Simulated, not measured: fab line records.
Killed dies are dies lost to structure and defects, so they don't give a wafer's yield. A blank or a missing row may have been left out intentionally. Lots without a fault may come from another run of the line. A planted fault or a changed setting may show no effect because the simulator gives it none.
Chamber matching || flow nand-harc || NHARC_A_CHANNEL_FILL_D1_ALD_16 on ald-hk-04: 4 sister chambers
The step deposits SiO2, target thk 1.5 nm, pulse time 10 s, ald cycles 15. 16 wafers are shown with their chamber, then 8 later ones without.

WAFERS, EACH WITH ITS CHAMBER
{"wafer": "L525.2", "chamber": 2, "heater-power-w (W)": 460, "precursor-pulse-height-rel": 0.983}
{"wafer": "L525.4", "chamber": 3, "heater-power-w (W)": 491, "precursor-pulse-height-rel": 0.992}
{"wafer": "L525.5", "chamber": 3, "heater-power-w (W)": 498, "precursor-pulse-height-rel": 0.998}
{"wafer": "L527.3", "chamber": 0, "heater-power-w (W)": 445, "precursor-pulse-height-rel": 1.019}
{"wafer": "L527.4", "chamber": 3, "heater-power-w (W)": 478, "precursor-pulse-height-rel": 0.976}
{"wafer": "L527.5", "chamber": 3, "heater-power-w (W)": 485, "precursor-pulse-height-rel": 1.004}
{"wafer": "L528.1", "chamber": 0, "heater-power-w (W)": 452, "precursor-pulse-height-rel": 0.993}
{"wafer": "L528.4", "chamber": 1, "heater-power-w (W)": 451, "precursor-pulse-height-rel": 0.992}
{"wafer": "L528.5", "chamber": 2, "heater-power-w (W)": 457, "precursor-pulse-height-rel": 0.979}
{"wafer": "L529.2", "chamber": 3, "heater-power-w (W)": 478, "precursor-pulse-height-rel": 1.031}
{"wafer": "L529.4", "chamber": 1, "heater-power-w (W)": 469, "precursor-pulse-height-rel": 1.000}
{"wafer": "L529.6", "chamber": 0, "heater-power-w (W)": 450, "precursor-pulse-height-rel": 0.998}
{"wafer": "L530.1", "chamber": 0, "heater-power-w (W)": 445, "precursor-pulse-height-rel": 1.004}
{"wafer": "L530.4", "chamber": 2, "heater-power-w (W)": 456, "precursor-pulse-height-rel": 0.994}
{"wafer": "L530.6", "chamber": 0, "heater-power-w (W)": 449, "precursor-pulse-height-rel": 0.989}
{"wafer": "L544.1", "chamber": 3, "heater-power-w (W)": 485, "precursor-pulse-height-rel": 0.995}

SIGNATURES (means of the wafers above)
{"reading": "heater-power-w", "chamber 0": 448.20, "chamber 1": 460.00, "chamber 2": 457.67, "chamber 3": 485.83, "scatter within a chamber": 6.51}
{"reading": "precursor-pulse-height-rel", "chamber 0": 1.00060, "chamber 1": 0.99600, "chamber 2": 0.98533, "chamber 3": 0.99933, "scatter within a chamber": 0.014}
Rule: for a wafer and a chamber, the distance is found by dividing, reading by reading, the gap between the wafer's reading and the chamber's mean by the reading's scatter, squaring, summing and taking the root. The wafer belongs to the nearest chamber; if the next one is less than 2 further off, it can't be placed. The scatter is the square root of a quotient: the sum, over the shown wafers, of each reading's squared deviation from its chamber's mean, divided by wafers minus chambers.

WAFERS WITH NO CHAMBER GIVEN
{"wafer": "L544.3", "heater-power-w (W)": 463, "precursor-pulse-height-rel": 1.022}
{"wafer": "L544.5", "heater-power-w (W)": 444, "precursor-pulse-height-rel": 1.003}
{"wafer": "L543.2", "heater-power-w (W)": 475, "precursor-pulse-height-rel": 0.985}
{"wafer": "L543.5", "heater-power-w (W)": 464, "precursor-pulse-height-rel": 0.983}
{"wafer": "L543.6", "heater-power-w (W)": 496, "precursor-pulse-height-rel": 1.010}
{"wafer": "L545.1", "heater-power-w (W)": 465, "precursor-pulse-height-rel": 1.009}
{"wafer": "L545.2", "heater-power-w (W)": 485, "precursor-pulse-height-rel": 0.963}
{"wafer": "L545.5", "heater-power-w (W)": 466, "precursor-pulse-height-rel": 0.999}

THE CHAMBER EACH PASSED THROUGH
{"wafer": "L544.3", "from the rows above": "can't be placed: 1 or 0 or 2 or 3", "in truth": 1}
{"wafer": "L544.5", "from the rows above": "can't be placed: 0 or 2 or 1", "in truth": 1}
{"wafer": "L543.2", "from the rows above": "can't be placed: 3 or 1 or 2", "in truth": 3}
{"wafer": "L543.5", "from the rows above": "can't be placed: 2 or 1 or 0", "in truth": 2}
{"wafer": "L543.6", "from the rows above": 3, "in truth": 3}
{"wafer": "L545.1", "from the rows above": "can't be placed: 1 or 2 or 0", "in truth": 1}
{"wafer": "L545.2", "from the rows above": "can't be placed: 3 or 2 or 1", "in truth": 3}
{"wafer": "L545.5", "from the rows above": "can't be placed: 1 or 2 or 0", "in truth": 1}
1 of 8 placed correctly. These rows do not allow placing 7 (true chamber among the candidates in 7). Wrongly placed: 0.
